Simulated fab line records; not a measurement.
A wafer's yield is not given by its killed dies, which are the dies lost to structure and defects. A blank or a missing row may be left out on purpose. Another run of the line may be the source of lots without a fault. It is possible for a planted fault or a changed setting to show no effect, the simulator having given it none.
3 desks, one fault || flow n5Finfet || each desk has only its own numbers; what lay behind them comes last
Where a reading is given only as a bound, like >300, the bound stands for it, and a mean or a difference that rests on one is marked > or <: the true number lies beyond.

DESK OF THE TOOL OWNER: pecvd-02
The tool's own readings at N5_BEOL_M15_ILD_DEP_00 (deposits SiO2 from TEOS/O2, target thk 1629.3 nm, time 346.1 s): means of the sampled wafers that have a number, for each lot that ran on this tool. Any lot whose mean is over 4 standard deviations away from the usual mean is out of limits and marked OUT; that distance is given in the brackets.
Columns: A = heaterPowerW at N5_BEOL_M15_ILD_DEP_00, usual 594 W; B = showerheadPlenumPTorr at N5_BEOL_M15_ILD_DEP_00, usual 8.332 Torr; C = throttleValvePct at N5_BEOL_M15_ILD_DEP_00, usual 18.6 %
{"lot": "L712", "first seen here": "day 13 08:43", "A": 520, "B": 8.322, "C": 18.2}
{"lot": "L718", "first seen here": "day 15 00:39", "A": 439, "B": 8.332, "C": 17.9}
{"lot": "L724", "first seen here": "day 16 07:56", "A": 516, "B": 8.341, "C": 18.9}
This desk's finding: nothing out of limits on any of the 3 lots.

THE DEFECT DESK
Inspection counts along the route, by lot: the mean over sampled wafers that carry a number. Any lot whose mean is over 4 standard deviations away from the usual mean is out of limits and marked OUT; that distance is given in the brackets.
Columns: A = rawDefectCount at N5_BEOL_M15_INSPECT_12, usual 2
{"lot": "L704", "first seen here": "day 10 23:28", "A": 1}
{"lot": "L705", "first seen here": "day 11 15:37", "A": 2}
{"lot": "L707", "first seen here": "day 12 08:13", "A": 3}
{"lot": "L708", "first seen here": "day 12 14:22", "A": 2}
{"lot": "L709", "first seen here": "day 12 17:55", "A": 2}
{"lot": "L711", "first seen here": "day 12 20:51", "A": 3}
{"lot": "L712", "first seen here": "day 13 09:19", "A": 2}
{"lot": "L714", "first seen here": "day 14 03:12", "A": 2}
{"lot": "L718", "first seen here": "day 15 01:16", "A": ">300 (+99 or more) OUT"}
{"lot": "L724", "first seen here": "day 16 08:33", "A": ">300 (+99 or more) OUT"}
{"lot": "L726", "first seen here": "day 17 00:31", "A": 2}
This desk's verdict: out of limits on L718, L724, starting with L718 at day 15 01:16 (rawDefectCount at N5_BEOL_M15_INSPECT_12). Within limits: L704, L705, L707, L708, L709, L711, L712, L714, L726.

AT THE METROLOGY DESK
Means of the sampled wafers that have a number, per lot and without regard to the tool the lot ran on: this is what the gauges read. Any lot whose mean is over 4 standard deviations away from the usual mean is out of limits and marked OUT; that distance is given in the brackets.
Columns: A = trenchDepthNm at N5_BEOL_M14_OCD_MEAS_35, usual 558 nm
{"lot": "L704", "first seen here": "day 10 20:28", "A": 571}
{"lot": "L705", "first seen here": "day 11 12:23", "A": 552}
{"lot": "L707", "first seen here": "day 12 00:31", "A": 558}
{"lot": "L708", "first seen here": "day 12 11:36", "A": 553}
{"lot": "L709", "first seen here": "day 12 12:43", "A": 556}
{"lot": "L711", "first seen here": "day 12 16:55", "A": 558}
{"lot": "L712", "first seen here": "day 13 05:51", "A": 549}
{"lot": "L714", "first seen here": "day 13 20:30", "A": 558}
{"lot": "L718", "first seen here": "day 14 22:04", "A": 564}
{"lot": "L724", "first seen here": "day 16 04:28", "A": 556}
{"lot": "L726", "first seen here": "day 16 21:30", "A": 561}
This desk's finding: nothing out of limits on any of the 11 lots.

TAKEN TOGETHER
The defect desk could have raised an alarm at day 15 01:16, on L718, L724.
Nothing out of limits was seen by the tool owner's desk.
The metrology desk saw nothing out of limits.
On record at the tool owner's desk: L718, L724, within its limits.
The metrology desk has L718, L724 on record, within its limits.
Of the lots named, all ran N5_BEOL_M15_ILD_DEP_00 on pecvd-02.

WHAT HAD BEEN PUT IN BY THE SIMULATOR
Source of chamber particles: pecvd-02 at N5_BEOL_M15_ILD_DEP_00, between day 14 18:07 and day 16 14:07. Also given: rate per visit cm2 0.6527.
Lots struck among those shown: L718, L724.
Hours from the fault's start to each desk's first reading out of limits: the defect desk, 7.
